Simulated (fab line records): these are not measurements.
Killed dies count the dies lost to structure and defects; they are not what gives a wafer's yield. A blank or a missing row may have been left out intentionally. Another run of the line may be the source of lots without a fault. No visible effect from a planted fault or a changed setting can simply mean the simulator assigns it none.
Chamber matching ; flow n5Finfet ; rieDiel-02 running N5_BEOL_M0_SAQP_CUT_ETCH_46: 4 sister chambers
The step etches SOC in N2/H2, target depth 135 nm, overetch 27 nm, time 202.5 s. 18 wafers are shown with their chamber, then 9 later ones without.

EACH WAFER AND ITS CHAMBER
wafer;chamber;showerheadPlenumPTorr (Torr);throttleValvePct (%);rfVppV (V)
L076.1;0;2.52;17.61;523.6
L076.2;1;2.43;17.39;520.9
L076.4;3;2.67;18.00;527.5
L080.1;0;2.52;17.62;522.6
L080.2;3;2.67;18.02;527.0
L080.4;1;2.43;17.40;521.3
L084.2;2;2.51;17.89;522.5
L084.4;0;2.51;17.63;524.5
L084.5;1;2.42;17.45;519.9
L088.1;1;2.42;17.44;521.8
L088.3;3;2.66;18.03;525.8
L088.6;0;2.51;17.64;522.6
L089.3;1;2.42;17.44;520.8
L089.4;2;2.51;17.92;523.7
L089.6;1;2.42;17.45;521.5
L090.4;1;2.42;17.43;520.8
L090.5;2;2.50;17.91;523.5
L090.6;1;2.42;17.48;520.1

SIGNATURES (means of the wafers above)
reading;chamber 0;chamber 1;chamber 2;chamber 3;scatter within a chamber
showerheadPlenumPTorr;2.5150;2.4225;2.5067;2.6667;0.00523
throttleValvePct;17.6250;17.4350;17.9067;18.0167;0.0227
rfVppV;523.325;520.887;523.233;526.767;0.749
Rule: for each reading, subtract the chamber's mean from the wafer's reading, divide by that reading's scatter and square the result; add these up over the readings and take the root, which gives the wafer's distance from the chamber. If the next closest chamber is less than 2 further off than the closest, the wafer can't be placed; otherwise it belongs to the closest. The scatter: take each reading less its chamber's mean, square it, sum over the shown wafers, divide by the number of wafers less the number of chambers, and take the root.

WAFERS WITH NO CHAMBER GIVEN
wafer;showerheadPlenumPTorr (Torr);throttleValvePct (%);rfVppV (V)
L091.2;2.50;17.92;521.8
L091.3;2.66;18.04;526.0
L091.5;2.66;18.03;527.8
L092.2;2.42;17.45;519.6
L092.4;2.66;18.04;527.3
L092.5;2.66;18.03;526.9
L097.2;2.50;17.94;522.9
L097.3;2.41;17.48;521.0
L097.4;2.65;18.05;526.7

EACH ONE'S CHAMBER
wafer;from the rows above;in truth
L091.2;2;2
L091.3;3;3
L091.5;3;3
L092.2;1;1
L092.4;3;3
L092.5;3;3
L097.2;2;2
L097.3;1;1
L097.4;3;3
Correct placement for 9 of the 9. Can't be placed from these rows: 0. Placed wrongly: 0.
